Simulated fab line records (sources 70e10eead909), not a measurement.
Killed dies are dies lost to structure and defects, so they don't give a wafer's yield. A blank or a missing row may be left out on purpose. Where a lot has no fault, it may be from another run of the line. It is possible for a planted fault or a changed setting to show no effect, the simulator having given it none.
Matching of chambers	flow nand-harc	ald-hk-04 running NHARC_A_STAIRCASE_ALD_420: 4 sister chambers
The step deposits SiO2, target thk 20 nm, pulse time 6 s, ald cycles 200. 8 wafers are shown with their chamber, then 10 later ones without.

== WAFERS, EACH WITH ITS CHAMBER ==
wafer	chamber	heater-power-w (W)	precursor-pulse-height-rel
L085.5	1	457	0.999
L089.1	1	448	1.003
L089.2	0	441	0.994
L089.4	2	454	1.038
L089.5	0	444	0.997
L089.6	3	519	1.012
L090.1	3	517	0.995
L090.4	2	452	1.001

== WAFERS MISSING THEIR CHAMBER ==
wafer	heater-power-w (W)	precursor-pulse-height-rel
L090.5	521	0.989
L093.2	506	1.027
L093.3	460	1.026
L093.6	511	0.979
L094.1	529	0.991
L094.4	442	0.986
L094.5	449	1.020
L097.2	445	0.997
L097.4	440	0.981
L097.5	484	1.000

== EACH ONE'S CHAMBER ==
wafer	from the rows above	in truth
L090.5	3	3
L093.2	3	3
L093.3	can't be placed: 2 or 1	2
L093.6	3	3
L094.1	3	3
L094.4	0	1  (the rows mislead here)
L094.5	can't be placed: 2 or 1 or 0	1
L097.2	can't be placed: 0 or 1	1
L097.4	0	0
L097.5	can't be placed: 2 or 1 or 3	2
Correct placement for 5 of the 10. From these rows, 4 cannot be placed; in 4 the true chamber is one of the candidates. Placed wrongly: 1.
How it was worked out, from the rows above alone: a wafer's distance from a chamber is the root of the sum, over the readings, of the square of ((its reading less the chamber's mean) divided by the reading's scatter). If the next closest chamber is less than 2 further off than the closest, the wafer can't be placed; otherwise it belongs to the closest. A chamber's mean is the mean of its shown wafers. The scatter: take each reading less its chamber's mean, square it, sum over the shown wafers, divide by the number of wafers less the number of chambers, and take the root.
